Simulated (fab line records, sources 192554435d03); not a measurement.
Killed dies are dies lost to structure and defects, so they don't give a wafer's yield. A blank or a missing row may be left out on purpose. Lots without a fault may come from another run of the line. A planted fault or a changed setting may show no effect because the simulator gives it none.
Split-lot experiment | flow n5_finfet | 7 lots, 21 wafers read, on a route of 1938 steps

THE SPLIT
At N5_SDB_ALD_29 (deposits SiNx, target thk 30 nm, pulse time 1 s, ald cycles 600), the setting ald_cycles was moved away from the recipe's 600 on 8 of the 21 wafers read, by -10.8% to +10.8%. The other wafers ran this setting at the recipe's value.

The reading is taken at the split's own step.

THE READING
SiNx_of_SDB_ALD_29.thk_nm (the simulator's own value, which no gauge read), in nm, at N5_SDB_ALD_29 (deposits SiNx, target thk 30 nm, pulse time 1 s, ald cycles 600). The file gives no usual value for it. The 13 wafers here that ran the recipe average 30.0 nm, standard deviation 0.12 nm.

wafer  | tool, chamber at the split | ald_cycles as run | against the recipe | SiNx_of_SDB_ALD_29.thk_nm, nm | against lot-mates on the recipe
L075.3 | ald_sin-03, 3              | 665               | +10.8%             | 33.2                          | +3.2
L075.4 | ald_sin-03, 0              | 600               | recipe             | 30                            | -
L075.5 | ald_sin-03, 0              | 665               | +10.8%             | 33.4                          | +3.4
L076.1 | ald_sin-03, 0              | 600               | recipe             | 30.2                          | -
L076.4 | ald_sin-03, 2              | 600               | recipe             | 29.8                          | -
L076.6 | ald_sin-03, 2              | 600               | recipe             | 29.8                          | -
L077.2 | ald_sin-03, 1,2            | 535               | -10.8%             | 26.8                          | -3.2
L077.3 | ald_sin-03, 1,2            | 535               | -10.8%             | 26.8                          | -3.2
L077.6 | ald_sin-03, 2              | 600               | recipe             | 30                            | -
L078.1 | ald_sin-04, 0,1            | 600               | recipe             | 30                            | -
L078.5 | ald_sin-04, 0,1            | 600               | recipe             | 30                            | -
L078.3 | ald_sin-04, 3              | 630               | +5.0%              | 31.6                          | +1.6
L082.1 | ald_sin-03, 2              | 663               | +10.5%             | 33                            | +2.9
L082.3 | ald_sin-03, 3              | 600               | recipe             | 30                            | -
L082.5 | ald_sin-03, 2              | 600               | recipe             | 30.2                          | -
L089.2 | ald_sin-02, 2              | 646               | +7.7%              | 32.2                          | +2.2
L089.4 | ald_sin-02, 0,2            | 600               | recipe             | 30                            | -
L089.6 | ald_sin-02, 0,2            | 600               | recipe             | 30                            | -
L090.2 | ald_sin-02, 1              | 600               | recipe             | 30.2                          | -
L090.5 | ald_sin-02, 1              | 557               | -7.2%              | 28                            | -2.1
L090.6 | ald_sin-02, 0              | 600               | recipe             | 30                            | -
Where a row lists several chambers, the file gives one row for several wafers and doesn't say which wafer went through which chamber.

THE FIT
A straight line over all 21 wafers: SiNx_of_SDB_ALD_29.thk_nm changes by +0.295 nm for each +1% of ald_cycles; r = +1.00; the points scatter about the line by 0.12 nm.
The same after taking each lot's own level away (the mean of its wafers on the recipe; 21 wafers): +0.295 nm for each +1%; r = +1.00; scatter 0.11 nm.
On that fit, the largest move of ald_cycles shifts the reading by 3.2 nm.
The lots' own levels span 29.93 to 30.10 nm, that is 1.4 times the standard deviation above.
So the lot-to-lot level changes the slope little: the two slopes agree.
Check: with one of the wafers moved furthest among these (+10.8%) left out of the fit, the line predicts +3.2 nm for it against its lot-mates. It came out at +3.2 nm against them.

OTHER SPLITS ON THESE WAFERS
These wafers also went through other splits before the reading. Each is held against what the fit with the lots' levels taken away leaves over:
other split on the same wafers | wafers away from the commonest value | r with SiNx_of_SDB_ALD_29.thk_nm (lot level and that fit taken away)
N5_SDB_COAT_05 spin_rpm        | 8                                    | -0.11

THE FILE'S OWN FIT
SiNx_of_SDB_ALD_29.thk_nm changes by +0.293 nm for each +1% of ald_cycles, r = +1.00.
